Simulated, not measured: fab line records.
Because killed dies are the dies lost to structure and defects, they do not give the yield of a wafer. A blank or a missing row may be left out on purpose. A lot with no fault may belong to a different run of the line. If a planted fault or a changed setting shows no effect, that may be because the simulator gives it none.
Matching of chambers / flow nand-harc / cmp-04 running NHARC_P_STI_CMP_21: 4 sister chambers
The step polishes, t overpolish 20 s, target thk 380.67 nm. 14 wafers are shown with their chamber, then 7 later ones without.

== WAFERS PAIRED WITH THEIR CHAMBERS ==
wafer=L138.1; chamber=1; motor-current-A (A)=11.5; overpolish-run-s (s)=20.000
wafer=L138.2; chamber=2; motor-current-A (A)=12.8; overpolish-run-s (s)=19.999
wafer=L138.6; chamber=3; motor-current-A (A)=13.4; overpolish-run-s (s)=19.980
wafer=L143.1; chamber=0; motor-current-A (A)=13.2; overpolish-run-s (s)=20.000
wafer=L143.3; chamber=2; motor-current-A (A)=12.3; overpolish-run-s (s)=19.998
wafer=L143.6; chamber=2; motor-current-A (A)=11.8; overpolish-run-s (s)=20.003
wafer=L144.1; chamber=0; motor-current-A (A)=12.3; overpolish-run-s (s)=19.997
wafer=L144.4; chamber=1; motor-current-A (A)=11.4; overpolish-run-s (s)=19.995
wafer=L144.5; chamber=3; motor-current-A (A)=12.5; overpolish-run-s (s)=19.997
wafer=L146.3; chamber=3; motor-current-A (A)=13.4; overpolish-run-s (s)=19.985
wafer=L146.5; chamber=2; motor-current-A (A)=12.1; overpolish-run-s (s)=19.990
wafer=L146.6; chamber=1; motor-current-A (A)=11.6; overpolish-run-s (s)=19.984
wafer=L148.2; chamber=3; motor-current-A (A)=13.3; overpolish-run-s (s)=20.003
wafer=L148.5; chamber=0; motor-current-A (A)=12.1; overpolish-run-s (s)=19.995

SIGNATURES (means of the wafers above)
reading=motor-current-A; chamber 0=12.533; chamber 1=11.500; chamber 2=12.250; chamber 3=13.150; scatter within a chamber=0.425
reading=overpolish-run-s; chamber 0=19.99733; chamber 1=19.99300; chamber 2=19.99750; chamber 3=19.99125; scatter within a chamber=0.00757
Rule: distance of a wafer from a chamber = root of the sum over the readings of ((wafer's reading minus chamber's mean) / reading's scatter) squared. If the next closest chamber is less than 2 further off than the closest, the wafer can't be placed; otherwise it belongs to the closest. How the scatter is found: for the shown wafers, subtract from each reading the mean of its chamber, square and add these, divide the total by (wafers less chambers), then take the root.

== WAFERS MISSING THEIR CHAMBER ==
wafer=L148.6; motor-current-A (A)=11.2; overpolish-run-s (s)=20.011
wafer=L156.3; motor-current-A (A)=12.2; overpolish-run-s (s)=20.004
wafer=L156.5; motor-current-A (A)=13.0; overpolish-run-s (s)=20.023
wafer=L156.6; motor-current-A (A)=12.8; overpolish-run-s (s)=20.011
wafer=L157.2; motor-current-A (A)=12.8; overpolish-run-s (s)=20.008
wafer=L157.3; motor-current-A (A)=12.3; overpolish-run-s (s)=20.017
wafer=L157.5; motor-current-A (A)=12.5; overpolish-run-s (s)=20.009

== WHICH CHAMBER EACH WENT THROUGH ==
wafer=L148.6; from the rows above=can't be placed: 1 or 2 or 0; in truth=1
wafer=L156.3; from the rows above=can't be placed: 2 or 0 or 1 or 3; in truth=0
wafer=L156.5; from the rows above=can't be placed: 0 or 2 or 3 or 1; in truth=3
wafer=L156.6; from the rows above=can't be placed: 0 or 2 or 3 or 1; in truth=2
wafer=L157.2; from the rows above=can't be placed: 0 or 2 or 3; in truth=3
wafer=L157.3; from the rows above=can't be placed: 2 or 0 or 1 or 3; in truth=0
wafer=L157.5; from the rows above=can't be placed: 0 or 2 or 3 or 1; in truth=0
Correct placement for 0 of the 7. From these rows, 7 cannot be placed; in 7 the true chamber is one of the candidates. Wrongly placed: 0.
